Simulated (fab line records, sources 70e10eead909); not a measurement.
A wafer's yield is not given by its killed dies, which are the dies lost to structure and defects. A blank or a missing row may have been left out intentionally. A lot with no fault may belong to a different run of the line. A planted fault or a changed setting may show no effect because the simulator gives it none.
Which tool is to blame? -- flow nandHarc -- Sampling: 12 lots, 36 wafers, 4 of 1159 route steps

## WHAT THE GAUGES SHOWED, per wafer
Not one reading of a measure or inspect step in the record can be checked against a usual standard deviation.

## EACH LOT AND THE TOOL THAT RAN IT (in order: tool; ch and the chambers of the sampled wafers; start)
lot,NHARC_A_STAIRCASE_ETCH_190,NHARC_A_STAIRCASE_ETCH_197,NHARC_A_STAIRCASE_ETCH_199,NHARC_A_STAIRCASE_ETCH_201
L901,"rieDiel-06 ch 0,3, day 11 18:02 or earlier","rieDiel-10 ch 0,2,3, day 11 18:02 or earlier","rieDiel-10 ch 0,1, day 11 18:02","rieDiel-10 ch 0,1,3, no start"
L902,"rieDiel-02 ch 0,2,3, day 11 20:14 or earlier","rieDiel-02 ch 0,2,3, day 11 20:14 or earlier","rieDiel-02 ch 1,2,3, day 11 20:14","rieDiel-02 ch 1,2,3, no start"
L900,"rieDiel-06 ch 0,2,3, day 12 00:00 or earlier","rieDiel-02 ch 1,2, day 12 00:00 or earlier","rieDiel-02 ch 0,2,3, day 12 00:00","rieDiel-02 ch 0,3, no start"
L905,"rieDiel-02 ch 1,2, day 12 12:46 or earlier","rieDiel-10 ch 1,2,3, day 12 12:46 or earlier","rieDiel-10 ch 0,3, day 12 12:46","rieDiel-10 ch 0,1, no start"
L907,"rieDiel-10 ch 0,1,3, day 13 05:37 or earlier","rieDiel-10 ch 0,1,3, day 13 05:37 or earlier","rieDiel-10 ch 1,2,3, day 13 05:37","rieDiel-10 ch 2,3, no start"
L915,"rieDiel-06 ch 2,3, day 14 12:01 or earlier","rieDiel-02 ch 0,1,2, day 14 12:01 or earlier","rieDiel-02 ch 1,3, day 14 12:01","rieDiel-02 ch 0,1,3, no start"
L913,"rieDiel-02 ch 0,1,3, day 14 18:11 or earlier","rieDiel-06 ch 0,2,3, day 14 18:11 or earlier","rieDiel-06 ch 0,1, day 14 18:11","rieDiel-06 ch 2,3, no start"
L916,"rieDiel-06 ch 0,1,2, day 15 01:28 or earlier","rieDiel-06 ch 0,1,2, day 15 01:28 or earlier","rieDiel-06 ch 0,1,2, day 15 01:28","rieDiel-06 ch 0,1,3, no start"
L919,"rieDiel-02 ch 1,2,3, day 16 03:39 or earlier","rieDiel-10 ch 0,1,2, day 16 03:39 or earlier","rieDiel-10 ch 0,1,2, day 16 03:39","rieDiel-10 ch 1,2,3, no start"
L921,"rieDiel-06 ch 0,2,3, day 16 05:14 or earlier","rieDiel-02 ch 1,2, day 16 05:14 or earlier","rieDiel-02 ch 0,1, day 16 05:14","rieDiel-02 ch 1,2,3, no start"
L920,"rieDiel-02 ch 0,2,3, day 16 09:12 or earlier","rieDiel-02 ch 0,1,3, day 16 09:12 or earlier","rieDiel-02 ch 0,3, day 16 09:12","rieDiel-02 ch 1,2,3, no start"
L922,"rieDiel-02 ch 1,2,3, day 17 03:19 or earlier","rieDiel-02 ch 0,2,3, day 17 03:19 or earlier","rieDiel-02 ch 1,2,3, day 17 03:19","rieDiel-02 ch 0,1,3, no start"
- NHARC_A_STAIRCASE_ETCH_190: etches the open film in C4F8/O2, target depth 100 nm, time 40.5 s.
- NHARC_A_STAIRCASE_ETCH_197: etches the open film in C4F8/O2, target depth 100 nm, time 40.5 s.
- NHARC_A_STAIRCASE_ETCH_199: etches the open film in C4F8/O2, target depth 100 nm, time 40.5 s.
- NHARC_A_STAIRCASE_ETCH_201: etches the open film in C4F8/O2, target depth 100 nm, time 40.5 s.

## WHAT THE TOOLS THEMSELVES READ (means of the sampled wafers that have a number; where no wafer has one, the mark that the record gives instead)
NHARC_A_STAIRCASE_ETCH_190. Usual: biasW 1000 W, standard deviation 3.1; oesProductAu 0.944 a.u., standard deviation 0.012; rfVppV 897 V, standard deviation 5.6; runLengthS 61.9 s, standard deviation 0.47.
lot,tool,biasW (W),oesProductAu (a.u.),rfVppV (V),runLengthS (s),flag
L901,rieDiel-06,996,0.950,899,61.9,
L902,rieDiel-02,999,0.942,894,61.9,
L900,rieDiel-06,1002,0.937,898,61.8,
L905,rieDiel-02,998,0.955,893,61.2,
L907,rieDiel-10,1002,0.957,898,62.0,
L915,rieDiel-06,1002,0.944,899,61.7,
L913,rieDiel-02,999,0.939,892,61.6,
L916,rieDiel-06,1000,0.948,900,62.3,
L919,rieDiel-02,1001,0.947,893,61.5,
L921,rieDiel-06,998,0.943,897,61.7,
L920,rieDiel-02,995,0.928,893,61.8,
L922,rieDiel-02,1001,0.952,894,61.4,

NHARC_A_STAIRCASE_ETCH_197. Usual: biasW 1000 W, standard deviation 3.1; oesProductAu 0.941 a.u., standard deviation 0.02; rfVppV 896 V, standard deviation 5.8; runLengthS 61.8 s, standard deviation 0.48.
lot,tool,biasW (W),oesProductAu (a.u.),rfVppV (V),runLengthS (s),flag
L901,rieDiel-10,999,0.976,896,62.4,
L902,rieDiel-02,1001,0.919,894,62.1,
L900,rieDiel-02,999,0.922,894,61.7,
L905,rieDiel-10,1003,0.975,897,61.8,
L907,rieDiel-10,1001,0.943,897,61.6,
L915,rieDiel-02,999,0.914,892,62.0,
L913,rieDiel-06,999,0.937,897,61.7,
L916,rieDiel-06,998,0.941,899,62.2,
L919,rieDiel-10,999,0.960,902,61.8,
L921,rieDiel-02,1003,0.924,893,61.5,
L920,rieDiel-02,1000,0.939,892,61.7,
L922,rieDiel-02,997,0.918,893,61.8,

NHARC_A_STAIRCASE_ETCH_199. Usual: biasW 1000 W, standard deviation 3.4; oesProductAu 0.940 a.u., standard deviation 0.012; rfVppV 897 V, standard deviation 5.7; runLengthS 61.8 s, standard deviation 0.51.
lot,tool,biasW (W),oesProductAu (a.u.),rfVppV (V),runLengthS (s),flag
L901,rieDiel-10,1000,0.943,904,61.5,
L902,rieDiel-02,997,0.938,895,61.4,
L900,rieDiel-02,997,0.918,893,61.9,
L905,rieDiel-10,999,0.943,898,60.2,OFF
L907,rieDiel-10,1002,0.935,896,60.0,OFF
L915,rieDiel-02,997,0.938,894,61.5,
L913,rieDiel-06,1000,0.925,897,62.0,
L916,rieDiel-06,997,0.939,900,62.0,
L919,rieDiel-10,1000,0.952,902,61.8,
L921,rieDiel-02,999,0.941,891,61.6,
L920,rieDiel-02,1000,0.936,894,62.0,
L922,rieDiel-02,996,0.928,894,61.5,

NHARC_A_STAIRCASE_ETCH_201. Usual: biasW 1000.1 W, standard deviation 2.8; oesProductAu 0.942 a.u., standard deviation 0.011; rfVppV 896 V, standard deviation 5.9; runLengthS 61.8 s, standard deviation 0.49.
lot,tool,biasW (W),oesProductAu (a.u.),rfVppV (V),runLengthS (s),flag
L901,rieDiel-10,1001.2,0.953,897,61.7,
L902,rieDiel-02,999.5,0.937,895,61.3,
L900,rieDiel-02,1001.2,0.935,895,61.8,
L905,rieDiel-10,1000.2,0.945,904,61.6,
L907,rieDiel-10,1002.1,0.939,890,61.9,
L915,rieDiel-02,998.5,0.929,893,61.6,
L913,rieDiel-06,1000.6,0.942,900,61.6,
L916,rieDiel-06,1000.3,0.954,901,62.1,
L919,rieDiel-10,1001.8,0.952,903,61.9,
L921,rieDiel-02,1000.3,0.934,894,61.6,
L920,rieDiel-02,999.2,0.941,894,61.8,
L922,rieDiel-02,999.7,0.940,892,61.7,

## THE ANSWER, worked out from the rows above alone
Rule: lot off if the mean of its wafers having a number is beyond 3 standard deviations from the usual mean. Also off: a lot with no number at a reading for which 4 or more lots have one. Any other lot the step has rows for is counted as sound. After the gauges, taken in route order, come the tools' own readings; for these a lot's mean is taken, as printed above. At the first step where some lot is off, the reading lying furthest off is the one used; lots without a number count as furthest.
Off at NHARC_A_STAIRCASE_ETCH_199 (runLengthS): L905, L907.
If a tool, at that step or one of the process steps before it, ran each lot that is off and ran no sound lot following the first of them, it fits. NHARC_A_STAIRCASE_ETCH_190: start missing for some lots; hours and lot order therefore follow NHARC_A_STAIRCASE_ETCH_199. NHARC_A_STAIRCASE_ETCH_197: start missing for some lots; hours and lot order therefore follow NHARC_A_STAIRCASE_ETCH_199. Not one of the candidates tried fits.

## WHAT THE SIMULATOR PUT IN
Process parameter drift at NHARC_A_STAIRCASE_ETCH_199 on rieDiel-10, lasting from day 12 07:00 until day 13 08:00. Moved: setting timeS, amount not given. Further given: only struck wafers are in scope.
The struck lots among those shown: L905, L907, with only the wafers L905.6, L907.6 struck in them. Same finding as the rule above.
